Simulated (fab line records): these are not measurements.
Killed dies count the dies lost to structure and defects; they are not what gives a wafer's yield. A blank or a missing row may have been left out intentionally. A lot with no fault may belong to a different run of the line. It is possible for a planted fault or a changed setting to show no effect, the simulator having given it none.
Matching of chambers / flow n5 finfet / N5_BEOL_M1_ILD_DEP_00 on pecvd-02: 3 sister chambers
The step deposits SiOC from DEMS/O2, target thk 79 nm, time 15.3 s. 6 wafers are shown with their chamber, then 8 later ones without.

== WAFERS, EACH WITH ITS CHAMBER ==
wafer=L088.2; chamber=2; throttle valve pct (%)=11.8; heater power w (W)=624
wafer=L088.5; chamber=1; throttle valve pct (%)=12.0; heater power w (W)=459
wafer=L095.2; chamber=0; throttle valve pct (%)=12.4; heater power w (W)=482
wafer=L095.5; chamber=0; throttle valve pct (%)=12.7; heater power w (W)=486
wafer=L095.6; chamber=2; throttle valve pct (%)=11.6; heater power w (W)=596
wafer=L091.1; chamber=1; throttle valve pct (%)=12.0; heater power w (W)=472

== WAFERS WITHOUT THEIR CHAMBER ==
wafer=L091.2; throttle valve pct (%)=12.8; heater power w (W)=401
wafer=L091.3; throttle valve pct (%)=11.7; heater power w (W)=666
wafer=L092.2; throttle valve pct (%)=11.8; heater power w (W)=628
wafer=L092.4; throttle valve pct (%)=12.5; heater power w (W)=492
wafer=L092.6; throttle valve pct (%)=12.3; heater power w (W)=495
wafer=L097.1; throttle valve pct (%)=12.0; heater power w (W)=648
wafer=L097.3; throttle valve pct (%)=12.4; heater power w (W)=478
wafer=L097.6; throttle valve pct (%)=12.2; heater power w (W)=496

== WHICH CHAMBER EACH WENT THROUGH ==
wafer=L091.2; from the rows above=can't be placed: 0 or 1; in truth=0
wafer=L091.3; from the rows above=2; in truth=2
wafer=L092.2; from the rows above=2; in truth=2
wafer=L092.4; from the rows above=0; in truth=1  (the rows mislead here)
wafer=L092.6; from the rows above=can't be placed: 0 or 1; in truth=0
wafer=L097.1; from the rows above=2; in truth=2
wafer=L097.3; from the rows above=can't be placed: 0 or 1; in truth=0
wafer=L097.6; from the rows above=can't be placed: 0 or 1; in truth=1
Placed correctly: 3 of 8. Can't be placed from these rows: 4 (the true chamber is among the candidates in 4). Wrongly placed: 1.
How it was worked out, from the rows above alone: a wafer's distance from a chamber is the root of the sum, over the readings, of the square of ((its reading less the chamber's mean) divided by the reading's scatter). The wafer belongs to the nearest chamber; if the next one is less than 2 further off, it can't be placed. The mean given for a chamber averages the wafers shown for that chamber. The scatter: take each reading less its chamber's mean, square it, sum over the shown wafers, divide by the number of wafers less the number of chambers, and take the root.
